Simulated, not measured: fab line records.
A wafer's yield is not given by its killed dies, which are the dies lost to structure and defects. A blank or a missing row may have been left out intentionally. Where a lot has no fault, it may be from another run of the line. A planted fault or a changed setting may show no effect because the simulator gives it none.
fab line records -- flow n5_finfet -- part 2 of 2: steps 5 to 6 of 6
record lots=23, wafers=69, last_day=17
route steps=1938 shown GATE_CUT@514 MOL_CONTACT_COAG@532
lots with no fault: from the same line, run without faults
start_h: start of the lot's first displayed wafer, in hours after the record's first day -- wait_h: how many hours have passed since the lot's step before this one -- " identical to the entry in the row above -- L1.1+2: a single row standing in for several wafers -- - no value, or no start given -- * or withheld: withheld -- < > ~ a bound
route shown NAME@n: names a module that has steps shown in the file, with the first one's number in the route -- usual: mean/standard deviation taken from wafers without a fault -- same: alike in all rows -- chamber/n: place in a boat -- sites: each site's reading -- _std_site: standard deviation of those values -- _edge_site: the outer-site mean with the inner-site mean subtracted -- radius_mm: how far each site lies from the wafer's centre -- mask NAME#n: copy n -- behind: the last tool/chamber to shape the wafer -- hold: cause of the lot's hold/its duration in hours/its outcome -- device: names the non-switching transistor (n, p or np) -- end of line: the tests these same wafers got at the end of their route -- a step without rows: its recipe alone -- killed: at the first sort, the dies lost to defects and structure; wafer yield is something else -- map: per-die view of a wafer (x killed, . not killed, _ where there is no die)
set.NAME: the setting as run; set.NAME@STEP: as run at that earlier step -- model.NAME: the simulator's own value behind a step, which no gauge read
steps of the route over a sample of lots; a table a step, a row a wafer
services: from which hour (start_h, from the record's first day; less than 0 if before it) a tool's chamber was out of use, for how many hours, and why
## steps
# step N5_MOL_CONTACT_COAG_STRIP_119
# recipe chemistry=N2/H2, time_s=30, power_w=1000, temp_c=250, pressure_mtorr=withheld, n2_flow_sccm=1750, h2_flow_sccm=3250
# usual drypump_motor_current_A=5.69/0.2, heater_power_w=348/22
lot.wafer,tool,chamber,start_h,wait_h,drypump_motor_current_A,heater_power_w,rf_hours_counter_h
L074.4,plasma_asher-01,1,99.54,0.1,5.75,336,-
L074.5,plasma_asher-01,1,99.54,0.1,5.72,342,-
L074.6,plasma_asher-01,0,99.54,0.1,5.84,354,-
L075.1,plasma_asher-01,0,105.96,0.1,5.82,360,94
L075.3,plasma_asher-01,0,105.96,0.1,5.82,356,-
L075.6,plasma_asher-01,1,105.96,0.1,5.74,330,-
L076.1,plasma_asher-01,0,115.26,0.1,5.83,351,97
L076.3,plasma_asher-01,0,115.26,0.1,5.83,349,-
L076.5,plasma_asher-01,0,115.26,0.1,5.84,359,-
L077.1,plasma_asher-01,1,121.89,0.1,5.73,347,98
L077.2,plasma_asher-01,0,121.89,0.1,5.84,351,98
L077.5,plasma_asher-01,0,121.89,0.1,5.84,344,-
L078.1,plasma_asher-02,0,123.03,0.1,5.23,393,44
L078.3,plasma_asher-02,0,123.03,0.1,5.21,374,-
L078.5,plasma_asher-02,1,123.03,0.1,5.69,310,-
L079.2,plasma_asher-01,0,129.49,0.1,5.82,367,100
L079.4,plasma_asher-01,0,129.49,0.1,5.83,352,-
L079.5,plasma_asher-01,1,129.49,0.1,5.73,341,-
L080.1,plasma_asher-02,1,132.66,0.1,5.69,302,45
L080.4,plasma_asher-02,0,132.66,0.1,5.22,393,-
L080.6,plasma_asher-02,1,132.66,0.1,5.71,312,-
L081.3,plasma_asher-02,0,141.74,0.1,5.22,376,-
L081.4,plasma_asher-02,1,141.74,0.1,5.68,315,-
L081.5,plasma_asher-02,0,141.74,0.1,5.20,393,-
L082.2,plasma_asher-01,1,149.48,0.1,5.74,350,104
L082.3,plasma_asher-01,0,149.48,0.1,5.84,354,-
L082.6,plasma_asher-01,0,149.48,0.1,5.83,365,-
L083.3,plasma_asher-01,0,157.37,0.1,5.82,360,-
L083.4,plasma_asher-01,1,157.37,0.1,5.75,339,-
L083.5,plasma_asher-01,1,157.37,0.1,5.76,344,-
L084.4,plasma_asher-01,1,161.72,0.1,5.76,337,-
L084.5,plasma_asher-01,0,161.72,0.1,5.84,364,-
L084.6,plasma_asher-01,1,161.72,0.1,5.75,340,-
L085.2,plasma_asher-01,0,165.77,0.1,5.83,359,107
L085.4,plasma_asher-01,1,165.77,0.1,5.73,346,-
L085.5,plasma_asher-01,0,165.77,0.1,5.81,354,-
L086.1,plasma_asher-01,0,169.12,0.1,5.83,363,107
L086.2,plasma_asher-01,1,169.12,0.1,5.75,338,107
L086.6,plasma_asher-01,1,169.12,0.1,5.74,338,-
L087.1,plasma_asher-01,0,176.52,0.1,5.83,351,110
L087.2,plasma_asher-01,1,176.52,0.1,5.75,345,110
L087.3,plasma_asher-01,1,176.52,0.1,5.75,349,-
L088.1,plasma_asher-02,0,187.61,0.1,5.23,387,55
L088.4,plasma_asher-02,1,187.61,0.1,5.72,317,-
L088.5,plasma_asher-02,0,187.61,0.1,5.24,390,-
L089.1,plasma_asher-02,0,192.65,0.1,5.24,388,56
L089.3,plasma_asher-02,0,192.65,0.1,5.23,382,-
L089.6,plasma_asher-02,0,192.65,0.1,5.24,387,-
L090.3,plasma_asher-01,0,195.80,0.1,5.81,356,-
L090.4,plasma_asher-01,1,195.80,0.1,5.72,342,-
L090.6,plasma_asher-01,0,195.80,0.1,5.81,352,-
L091.1,plasma_asher-02,1,204.01,0.1,5.73,318,57
L091.2,plasma_asher-02,0,204.01,0.1,5.23,384,57
L091.6,plasma_asher-02,1,204.01,0.1,5.70,310,-
L092.1,plasma_asher-02,1,208.20,0.1,5.72,306,57
L092.2,plasma_asher-02,0,208.20,0.1,5.22,390,57
L092.3,plasma_asher-02,0,208.20,0.1,5.24,383,-
L093.3,plasma_asher-01,1,212.07,0.1,5.75,339,-
L093.4,plasma_asher-01,0,212.07,0.1,5.82,346,-
L093.6,plasma_asher-01,1,212.07,0.1,5.74,346,-
L095.1,plasma_asher-01,0,229.71,0.1,5.83,358,122
L095.4,plasma_asher-01,0,229.71,0.1,5.82,346,-
L095.5,plasma_asher-01,1,229.71,0.1,5.74,336,-
L097.2,plasma_asher-01,0,236.47,0.1,5.83,353,124
L097.3,plasma_asher-01,1,236.47,0.1,5.74,345,-
L097.6,plasma_asher-01,1,236.47,0.1,5.72,344,-
L096.3,plasma_asher-01,1,241.02,0.1,5.75,340,-
L096.4,plasma_asher-01,0,241.02,0.1,5.82,357,-
L096.6,plasma_asher-01,1,241.02,0.1,5.76,339,-
# step N5_MOL_CONTACT_COAG_ETCH_65
# recipe chemistry=N2/H2, target=underlayer, target_depth_a=130, mask_material=CAR-EUV, time_s=10.4, ion_energy_ev=200, pressure_mtorr=30, source_w=840, bias_w=150, n2_flow_sccm=200, h2_flow_sccm=200, ends=cleared
# usual bias_w=150.0/0.45, drypump_motor_current_A=5.9/0.36, etch_rf_on_time_s=10.36/0.15, oes_product_au=0.66/0.07, rf_vpp_V=524.8/2.5, showerhead_plenum_p_Torr=2.58/0.078, throttle_valve_pct=17.9/0.31
lot.wafer,tool,chamber,start_h,wait_h,bias_w,drypump_motor_current_A,etch_rf_on_time_s,oes_product_au,rf_hours_counter_h,rf_vpp_V,showerhead_plenum_p_Torr,throttle_valve_pct
L074.4,rie_diel-05,2,100.26,0.0,149.4,5.5,10.17,0.77,24,524.7,2.59,17.7
L074.5,rie_diel-05,1,100.26,0.0,150.6,5.5,10.39,0.63,-,526.9,2.66,18.0
L074.6,rie_diel-05,2,100.26,0.0,150.0,5.5,10.31,0.77,-,525.5,2.59,17.7
L075.1,rie_diel-03,2,106.72,0.0,149.9,5.8,10.27,0.79,24,527.7,2.70,17.4
L075.3,rie_diel-03,1,106.72,0.0,150.0,5.4,10.16,0.66,-,519.3,2.44,17.5
L075.6,rie_diel-03,2,106.72,0.0,149.9,5.8,10.20,0.79,-,527.7,2.70,17.4
L076.1,rie_diel-05,2,115.92,0.0,151.0,5.5,10.30,0.75,31,526.0,2.58,17.7
L076.3,rie_diel-05,0,115.92,0.0,150.2,5.6,10.19,0.77,18,528.5,2.70,17.4
L076.5,rie_diel-05,1,115.92,0.0,149.7,5.5,10.38,0.62,-,526.3,2.65,18.0
L077.1,rie_diel-03,3,122.68,0.0,149.7,5.6,10.41,0.63,161,525.4,2.54,18.1
L077.2,rie_diel-03,0,122.68,0.0,150.8,5.7,10.37,0.60,213,525.4,2.62,18.1
L077.5,rie_diel-03,0,122.68,0.0,151.3,5.7,10.42,0.59,-,525.5,2.62,18.1
L078.1,rie_diel-03,2,123.66,0.0,150.0,5.8,10.21,0.78,29,527.9,2.70,17.4
L078.3,rie_diel-03,1,123.66,0.0,150.2,5.5,10.22,0.65,146,520.7,2.44,17.5
L078.5,rie_diel-03,3,123.66,0.0,149.4,5.6,10.47,0.63,-,522.4,2.54,18.1
L079.2,rie_diel-04,3,130.24,0.0,149.3,6.3,10.29,0.66,160,525.1,2.54,18.1
L079.4,rie_diel-04,1,130.24,0.0,149.8,6.4,10.31,0.59,-,525.0,2.62,18.1
L079.5,rie_diel-04,3,130.24,0.0,149.6,6.3,10.25,0.66,-,523.6,2.54,18.1
L080.1,rie_diel-03,1,133.30,0.0,149.5,5.4,10.14,0.66,150,521.4,2.44,17.5
L080.4,rie_diel-03,2,133.30,0.0,150.0,5.8,10.23,0.78,-,529.4,2.70,17.4
L080.6,rie_diel-03,1,133.30,0.0,149.4,5.4,10.25,0.65,-,519.7,2.44,17.5
L081.3,rie_diel-05,1,142.35,0.0,150.8,5.5,10.38,0.62,173,525.2,2.65,18.0
L081.4,rie_diel-05,3,142.35,0.0,150.3,5.8,10.07,0.74,41,520.9,2.47,17.6
L081.5,rie_diel-05,3,142.35,0.0,150.7,5.8,10.13,0.75,-,521.0,2.47,17.6
L082.2,rie_diel-05,1,150.10,0.0,150.2,5.5,10.63,0.61,176,527.2,2.65,18.0
L082.3,rie_diel-05,0,150.10,0.0,150.3,5.6,10.34,0.75,29,529.8,2.70,17.4
L082.6,rie_diel-05,1,150.10,0.0,150.4,5.5,10.48,0.61,-,526.9,2.65,18.0
L083.3,rie_diel-04,2,157.98,0.0,150.3,6.1,10.57,0.65,155,522.6,2.55,18.4
L083.4,rie_diel-04,1,157.98,0.0,150.2,6.5,10.39,0.59,238,525.7,2.61,18.1
L083.5,rie_diel-04,3,157.98,0.0,149.3,6.3,10.25,0.65,-,524.5,2.54,18.1
L084.4,rie_diel-04,0,162.32,0.0,150.0,6.3,10.40,0.61,221,527.3,2.62,18.0
L084.5,rie_diel-04,1,162.32,0.0,149.3,6.4,10.35,0.59,-,524.7,2.61,18.1
L084.6,rie_diel-04,2,162.32,0.0,149.8,6.1,10.59,0.65,-,524.3,2.55,18.4
L085.2,rie_diel-04,3,166.52,0.0,150.4,6.2,10.27,0.66,172,523.4,2.54,18.1
L085.4,rie_diel-04,1,166.52,0.0,149.3,6.4,10.42,0.58,240,524.8,2.61,18.1
L085.5,rie_diel-04,1,166.52,0.0,149.4,6.4,10.37,0.59,-,526.9,2.61,18.1
L086.1,rie_diel-04,3,170.02,0.0,149.6,6.2,10.30,0.64,175,523.3,2.53,18.1
L086.2,rie_diel-04,0,170.02,0.0,150.1,6.3,10.42,0.61,224,526.7,2.62,18.0
L086.6,rie_diel-04,1,170.02,0.0,149.7,6.5,10.45,0.58,-,525.5,2.61,18.1
L087.1,rie_diel-03,2,177.19,0.0,150.3,5.8,10.31,0.75,48,528.3,2.69,17.4
L087.2,rie_diel-03,1,177.19,0.0,150.3,5.4,10.29,0.64,165,521.3,2.43,17.5
L087.3,rie_diel-03,0,177.19,0.0,150.0,5.7,10.64,0.58,232,524.9,2.61,18.1
L088.1,rie_diel-04,2,188.47,0.0,150.2,6.1,10.73,0.63,165,524.3,2.55,18.4
L088.4,rie_diel-04,1,188.47,0.0,150.5,6.5,10.43,0.58,247,524.8,2.61,18.1
L088.5,rie_diel-04,3,188.47,0.0,149.6,6.2,10.40,0.64,-,522.2,2.53,18.1
L089.1,rie_diel-04,0,193.27,0.0,149.8,6.3,10.45,0.60,232,525.3,2.62,18.0
L089.3,rie_diel-04,2,193.27,0.0,149.6,6.0,10.68,0.63,167,524.6,2.54,18.4
L089.6,rie_diel-04,3,193.27,0.0,149.6,6.2,10.32,0.65,-,523.6,2.53,18.1
L090.3,rie_diel-03,2,196.40,0.0,149.4,5.8,10.35,0.75,53,528.8,2.69,17.5
L090.4,rie_diel-03,3,196.40,0.0,149.8,5.5,10.53,0.62,185,523.6,2.53,18.2
L090.6,rie_diel-03,1,196.40,0.0,150.2,5.5,10.23,0.64,-,520.7,2.43,17.5
L091.1,rie_diel-03,0,204.64,0.0,149.0,5.7,10.46,0.58,241,525.4,2.61,18.2
L091.2,rie_diel-03,1,204.64,0.0,150.1,5.4,10.27,0.64,175,522.0,2.43,17.5
L091.6,rie_diel-03,1,204.64,0.0,150.0,5.5,10.26,0.63,-,521.3,2.43,17.5
L092.1,rie_diel-03,1,208.95,0.0,150.6,5.4,10.37,0.62,176,520.6,2.43,17.5
L092.2,rie_diel-03,0,208.95,0.0,150.1,5.7,10.58,0.57,242,526.5,2.61,18.2
L092.3,rie_diel-03,2,208.95,0.0,150.0,5.8,10.31,0.74,57,527.0,2.69,17.5
L093.3,rie_diel-03,0,212.79,0.0,150.1,5.6,10.53,0.58,243,524.8,2.61,18.2
L093.4,rie_diel-03,3,212.79,0.0,150.1,5.5,10.51,0.61,190,525.0,2.53,18.2
L093.6,rie_diel-03,1,212.79,0.0,149.9,5.4,10.31,0.63,-,520.9,2.43,17.5
L095.1,rie_diel-04,2,230.71,0.0,149.7,6.1,10.51,0.63,183,524.1,2.54,18.4
L095.4,rie_diel-04,1,230.71,0.0,150.0,6.5,10.12,0.83,8,524.6,2.61,17.7
L095.5,rie_diel-04,1,230.71,0.0,150.5,6.4,10.12,0.83,-,526.9,2.61,17.7
L097.2,rie_diel-04,0,237.13,0.0,150.3,6.3,10.41,0.59,249,524.8,2.61,18.0
L097.3,rie_diel-04,2,237.13,0.0,149.9,6.1,10.54,0.63,185,522.8,2.54,18.4
L097.6,rie_diel-04,0,237.13,0.0,150.7,6.3,10.45,0.59,-,525.9,2.61,18.0
L096.3,rie_diel-04,1,241.62,0.0,150.3,6.4,10.08,0.82,10,523.5,2.60,17.7
L096.4,rie_diel-04,2,241.62,0.0,150.2,6.1,10.52,0.62,186,523.3,2.54,18.4
L096.6,rie_diel-04,0,241.62,0.0,150.5,6.3,10.33,0.59,-,527.3,2.61,18.0
## services
tool,chamber,start_h,hours,kind
rie_diel-04,2,65.79,6.7,repair
cmp-02,-,68.71,4.2,repair
plasma_asher-02,-,85.11,14.6,pm
pvd_sputter-03,-,92.09,4.6,repair
cmp-02,-,93.50,4.2,repair
rie_diel-03,3,95.34,22.6,repair
rie_diel-03,0,103.91,18.7,repair
plasma_asher-02,-,105.73,2.8,pm
rie_diel-03,-,112.50,2.8,repair
rie_diel-04,2,116.92,6.0,repair
pvd_sputter-03,-,131.77,0.5,repair
pvd_sputter-03,-,135.06,2.9,repair
ald_sin-01,-,136.65,28.1,pm
ald_sin-01,-,164.75,6.0,pm
ald_sin-01,-,179.13,14.0,pm
plasma_asher-01,-,185.40,0.7,repair
ald_sin-04,3,201.70,1.3,repair
cmp-02,-,202.10,0.9,repair
cmp-02,-,213.47,1.6,repair
ald_sin-01,0,213.63,5.6,repair
rie_diel-05,0,219.57,8.4,repair
cmp-02,-,225.03,1.2,repair
ald_sin-04,-,234.28,14.6,pm
rie_diel-05,2,241.26,2.6,repair
